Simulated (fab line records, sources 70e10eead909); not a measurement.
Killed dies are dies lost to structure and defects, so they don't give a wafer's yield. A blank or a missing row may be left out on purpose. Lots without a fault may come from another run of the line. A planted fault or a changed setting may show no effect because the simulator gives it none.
A struck lot beside a sound one | flow nand_harc | 15 steps out of a route of 1302
Sound: wafers L970.2, L970.4, L970.6. Struck: wafers L982.3, L982.5, L982.6. The cause comes at the end.
At each step with rows: each side's tool, then ch and its chambers, then its first start. Under that, the readings that differ: sound wafers | struck wafers | difference of the means | sigmas: that difference in standard deviations of wafers without a fault.
alike: readings whose means differ by less than 2 such deviations, and words and numbers that are the same on both sides. not compared: withheld readings, readings that some wafer has no value for, bounds like >300 that may hide the same value, and numbers for which the record gives no deviation and whose values overlap.
The two part at a step that has a row with sigmas, a row that says differs or no value, or rows on one side only. Numbers that don't overlap but have no deviation are shown without sigmas and don't part them. A reading that every wafer of one side lacks parts them only if that side has two wafers or more.

first, 4 steps without rows for these wafers: NHARC_A_M0_EBR_05; NHARC_A_M0_EXPOSE_06 (exposes mask A M0, target cd 80 nm); NHARC_A_M0_PEB_07 (peb time 65 s); NHARC_A_M0_DEVELOP_08 (develop time 35 s).
NHARC_A_M0_CD_MEAS_09: target cd 80 nm.
  sound on cd_sem-01 ch 0, day 22 20:48; struck on cd_sem-01 ch 0, day 28 04:46
  alike: cd_nm
NHARC_A_M0_OVL_MEAS_10: pitch 160 nm.
  sound on overlay-02, day 22 20:53; struck on overlay-01, day 28 04:52
  alike: overlay_x_nm, overlay_y_nm
NHARC_A_M0_INSPECT_11:
  sound on defect_inspect-02, day 22 20:55; struck on defect_inspect-01, day 28 04:53
  alike: raw_defect_count
NHARC_A_M0_DESCUM_14: chemistry O2, time 3 s.
  sound on rie_diel-10 ch 2,3, day 22 20:59; struck on rie_diel-12 ch 0,1,2, day 28 04:58
  alike: drypump_motor_current_A, o2_flow_sccm, oes_product_au, rf_vpp_V, showerhead_plenum_p_Torr, throttle_valve_pct
  not compared: rf_hours_counter_h
NHARC_A_M0_ETCH_34: etches the open film in N2/H2, target depth 40 nm, overetch 12 nm, time 43.94 s.
  sound on rie_diel-10 ch 1,2,3, day 22 21:05; struck on rie_diel-12 ch 1,2, day 28 05:02
  alike: drypump_motor_current_A, h2_flow_sccm, oes_product_au, rf_vpp_V, showerhead_plenum_p_Torr, throttle_valve_pct
  not compared: rf_hours_counter_h
NHARC_A_M0_ETCH_15: etches the open film in C4F8/Ar, target depth 150 nm, overetch 15 nm, time 82.5 s.
  sound on rie_diel-10 ch 1,3; struck on rie_diel-12 ch 0,1,3
  alike: oes_product_au, rf_vpp_V
  not compared: rf_hours_counter_h
NHARC_A_M0_CD_MEAS_16:
  sound on cd_sem-01, day 22 21:19; struck on cd_sem-01, day 28 05:16
  reading    | sound          | struck         | difference | sigmas
  cd_nm (nm) | 79.2 79.6 79.0 | 81.2 81.1 80.5 | +1.7       | +2
NHARC_A_M0_STRIP_18: strips in N2/H2.
  sound on rie_diel-10 ch 1,2,3, day 22 21:28; struck on rie_diel-13 ch 0,3, day 28 05:21
  alike: chamber_pressure_mTorr, drypump_motor_current_A, h2_flow_sccm, oes_product_au, rf_vpp_V, showerhead_plenum_p_Torr, throttle_valve_pct
  not compared: rf_hours_counter_h
NHARC_A_M0_STRIP_19: strips in post etch residue remover, time 600 s.
  sound on wet_bench-01 ch 1,2,4, day 22 21:44; struck on wet_bench-07 ch 3,5,7, day 28 05:36
  no value came back on the struck wafers for bath_heat_duty_pct (%), run_length_s (s); on the sound wafers bath_heat_duty_pct (%) reads 9.8 13.2 14.3
NHARC_A_M0_DEGAS_28: time 60 s.
  sound on pvd_sputter-03, day 22 22:00; struck on pvd_sputter-01, day 28 05:53
  alike: heater_power_w
NHARC_END_SORT_01:
  sound on prober-01 ch 0, day 24 14:25; struck on prober-01 ch 0, day 29 21:43
  reading                | sound    | struck   | difference | sigmas
  sort_rim_yield_pct (%) | 94 98 97 | 80 90 88 | -10        | -3
  alike: defect_limited_yield, killed_at_array, killed_at_other, killed_at_periphery, killed_dies, killed_open, killed_short, sort_bin_2_pct, sort_bin_3_pct, sort_bin_4_pct, sort_n_pass, sort_yield_pct

WHERE THEY PART
First at NHARC_A_M0_CD_MEAS_16; last, within this record, at NHARC_END_SORT_01.

WHY: what the simulator had put in
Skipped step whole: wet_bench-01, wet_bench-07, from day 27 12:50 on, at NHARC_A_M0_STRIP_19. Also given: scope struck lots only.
